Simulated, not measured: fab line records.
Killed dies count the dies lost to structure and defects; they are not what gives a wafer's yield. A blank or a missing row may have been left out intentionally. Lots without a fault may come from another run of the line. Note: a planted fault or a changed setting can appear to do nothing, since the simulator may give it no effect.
Which tool was responsible? / flow n5Finfet / 12 lots with 36 wafers sampled at 3 steps, on a route of 1938 steps

WHAT THE GAUGES SHOWED, per wafer
N5_PASSIVATION_CD_MEAS_10: the cd target is 3000 nm. Usual: cdNm reads 3000.8 nm (standard deviation 1.9).
lot=L550; measured=day 12 21:35; on=cdSem-03; cdNm (nm)=3002.6 3000.5 3001.7; flag=
lot=L554; measured=day 13 01:38; on=cdSem-02; cdNm (nm)=3003.3 3004.3 3002.7; flag=
lot=L552; measured=day 13 07:17; on=cdSem-03; cdNm (nm)=2998.0 2999.7 3000.4; flag=
lot=L553; measured=day 13 10:10; on=cdSem-02; cdNm (nm)=2999.1 3001.0 2999.6; flag=
lot=L555; measured=day 13 14:40; on=cdSem-02; cdNm (nm)=3000.3 2999.9 3001.3; flag=
lot=L557; measured=day 14 06:24; on=cdSem-03; cdNm (nm)=3002.6 3002.1 3002.7; flag=
lot=L558; measured=day 14 16:31; on=cdSem-03; cdNm (nm)=3002.0 3003.7 3002.6; flag=
lot=L567; measured=day 16 18:31; on=cdSem-03; cdNm (nm)=3000.5 3000.8 3000.3; flag=
lot=L566; measured=day 16 17:53; on=cdSem-03; cdNm (nm)=2999.3 3000.0 2998.1; flag=
lot=L568; measured=day 16 23:46; on=cdSem-02; cdNm (nm)=3003.0 3001.1 3001.5; flag=
lot=L571; measured=day 18 00:59; on=cdSem-03; cdNm (nm)=2997.7 3000.6 2999.3; flag=
lot=L572; measured=day 18 06:49; on=cdSem-01; cdNm (nm)=3002.0 3002.1 3003.3; flag=

N5_PASSIVATION_OVL_MEAS_60. Usual: TV_OVL typically reads -4 nm, with standard deviation 5.4.
lot=L550; measured=day 12 21:37; on=overlay-02; TV_OVL (nm)=0 -1 -4; flag=
lot=L554; measured=day 13 01:40; on=overlay-01; TV_OVL (nm)=-1 -2 1; flag=
lot=L552; measured=day 13 07:19; on=overlay-02; TV_OVL (nm)=-8 -7 -8; flag=
lot=L553; measured=day 13 10:12; on=overlay-01; TV_OVL (nm)=0 -2 2; flag=
lot=L555; measured=day 13 14:41; on=overlay-02; TV_OVL (nm)=-6 -2 0; flag=
lot=L557; measured=day 14 06:26; on=overlay-02; TV_OVL (nm)=2 1 -4; flag=
lot=L558; measured=day 14 16:32; on=overlay-01; TV_OVL (nm)=2 2 -1; flag=
lot=L567; measured=day 16 18:32; on=overlay-01; TV_OVL (nm)=-17 -18 -9; flag=
lot=L566; measured=day 16 17:55; on=overlay-02; TV_OVL (nm)=-3 -5 -7; flag=
lot=L568; measured=day 16 23:48; on=overlay-01; TV_OVL (nm)=-6 -1 4; flag=
lot=L571; measured=day 18 01:01; on=overlay-01; TV_OVL (nm)=-17 -7 -10; flag=
lot=L572; measured=day 18 06:50; on=overlay-01; TV_OVL (nm)=3 -8 3; flag=

EACH LOT AND THE TOOL THAT RAN IT (in order: tool; ch and the chambers of the sampled wafers; start)
lot=L550; N5_MIM_BOT_ETCH_ETCH_03=rieMetal-01 ch 0,1, day 12 20:22
lot=L554; N5_MIM_BOT_ETCH_ETCH_03=rieMetal-02 ch 0, day 12 23:47
lot=L552; N5_MIM_BOT_ETCH_ETCH_03=rieMetal-02 ch 0,1, day 13 03:59
lot=L553; N5_MIM_BOT_ETCH_ETCH_03=rieMetal-03 ch 0,1, day 13 07:29
lot=L555; N5_MIM_BOT_ETCH_ETCH_03=rieMetal-03 ch 0, day 13 10:53
lot=L557; N5_MIM_BOT_ETCH_ETCH_03=rieMetal-01 ch 0, day 14 04:56
lot=L558; N5_MIM_BOT_ETCH_ETCH_03=rieMetal-01 ch 0, day 14 15:07
lot=L567; N5_MIM_BOT_ETCH_ETCH_03=rieMetal-01 ch 0,1, day 16 15:59
lot=L566; N5_MIM_BOT_ETCH_ETCH_03=rieMetal-02 ch 0,1, day 16 16:03
lot=L568; N5_MIM_BOT_ETCH_ETCH_03=rieMetal-03 ch 0,1, day 16 21:01
lot=L571; N5_MIM_BOT_ETCH_ETCH_03=rieMetal-01 ch 0,1, day 17 21:34
lot=L572; N5_MIM_BOT_ETCH_ETCH_03=rieMetal-03 ch 1, day 18 03:10
- N5_MIM_BOT_ETCH_ETCH_03: etches the open film in Cl2/BCl3, target depth 12 nm.

WHAT THE TOOLS THEMSELVES READ (means of the sampled wafers that have a number; where no wafer has one, the mark that the record gives instead)
N5_MIM_BOT_ETCH_ETCH_03. Usual: biasW 100.1 W, standard deviation 0.31; drypumpMotorCurrentA 5.73 A, standard deviation 0.27; oesProductAu 0.80 a.u., standard deviation 0.091; rfFwdPowerW 793 W, standard deviation 3.1; throttleValvePct 27.57 %, standard deviation 0.16.
lot=L550; tool=rieMetal-01; biasW (W)=100.0; drypumpMotorCurrentA (A)=5.93; oesProductAu (a.u.)=0.85; rfFwdPowerW (W)=793; throttleValvePct (%)=27.43; flag=
lot=L554; tool=rieMetal-02; biasW (W)=99.8; drypumpMotorCurrentA (A)=5.39; oesProductAu (a.u.)=0.85; rfFwdPowerW (W)=796; throttleValvePct (%)=27.80; flag=
lot=L552; tool=rieMetal-02; biasW (W)=100.0; drypumpMotorCurrentA (A)=5.44; oesProductAu (a.u.)=0.77; rfFwdPowerW (W)=794; throttleValvePct (%)=27.62; flag=
lot=L553; tool=rieMetal-03; biasW (W)=100.4; drypumpMotorCurrentA (A)=5.92; oesProductAu (a.u.)=0.77; rfFwdPowerW (W)=793; throttleValvePct (%)=27.46; flag=
lot=L555; tool=rieMetal-03; biasW (W)=100.0; drypumpMotorCurrentA (A)=5.98; oesProductAu (a.u.)=0.67; rfFwdPowerW (W)=797; throttleValvePct (%)=27.36; flag=
lot=L557; tool=rieMetal-01; biasW (W)=99.9; drypumpMotorCurrentA (A)=5.73; oesProductAu (a.u.)=0.87; rfFwdPowerW (W)=796; throttleValvePct (%)=27.45; flag=
lot=L558; tool=rieMetal-01; biasW (W)=100.1; drypumpMotorCurrentA (A)=5.73; oesProductAu (a.u.)=0.88; rfFwdPowerW (W)=796; throttleValvePct (%)=27.45; flag=
lot=L567; tool=rieMetal-01; biasW (W)=100.0; drypumpMotorCurrentA (A)=5.90; oesProductAu (a.u.)=0.80; rfFwdPowerW (W)=793; throttleValvePct (%)=27.46; flag=
lot=L566; tool=rieMetal-02; biasW (W)=99.8; drypumpMotorCurrentA (A)=5.45; oesProductAu (a.u.)=0.75; rfFwdPowerW (W)=793; throttleValvePct (%)=27.63; flag=
lot=L568; tool=rieMetal-03; biasW (W)=100.0; drypumpMotorCurrentA (A)=5.94; oesProductAu (a.u.)=0.74; rfFwdPowerW (W)=793; throttleValvePct (%)=27.48; flag=
lot=L571; tool=rieMetal-01; biasW (W)=100.1; drypumpMotorCurrentA (A)=6.13; oesProductAu (a.u.)=0.75; rfFwdPowerW (W)=793; throttleValvePct (%)=27.45; flag=
lot=L572; tool=rieMetal-03; biasW (W)=99.8; drypumpMotorCurrentA (A)=5.82; oesProductAu (a.u.)=0.87; rfFwdPowerW (W)=791; throttleValvePct (%)=27.71; flag=

THE ANSWER, worked out from the rows above alone
Rule: take the mean of a lot's wafers that have a number; if it is more than 3 standard deviations from the usual mean, the lot is off. A lot without any number at a reading at which 4 lots or more have one is off too. Where the step has rows for the other lots, those lots are counted as sound. First the gauges in route order, then the tools' own readings, where a lot's mean is used as printed above. At the first step where some lot is off, the reading lying furthest off is the one used; lots without a number count as furthest.
Nothing can be told from this: no lot is off at any reading shown.

WHAT HAD BEEN PUT IN BY THE SIMULATOR
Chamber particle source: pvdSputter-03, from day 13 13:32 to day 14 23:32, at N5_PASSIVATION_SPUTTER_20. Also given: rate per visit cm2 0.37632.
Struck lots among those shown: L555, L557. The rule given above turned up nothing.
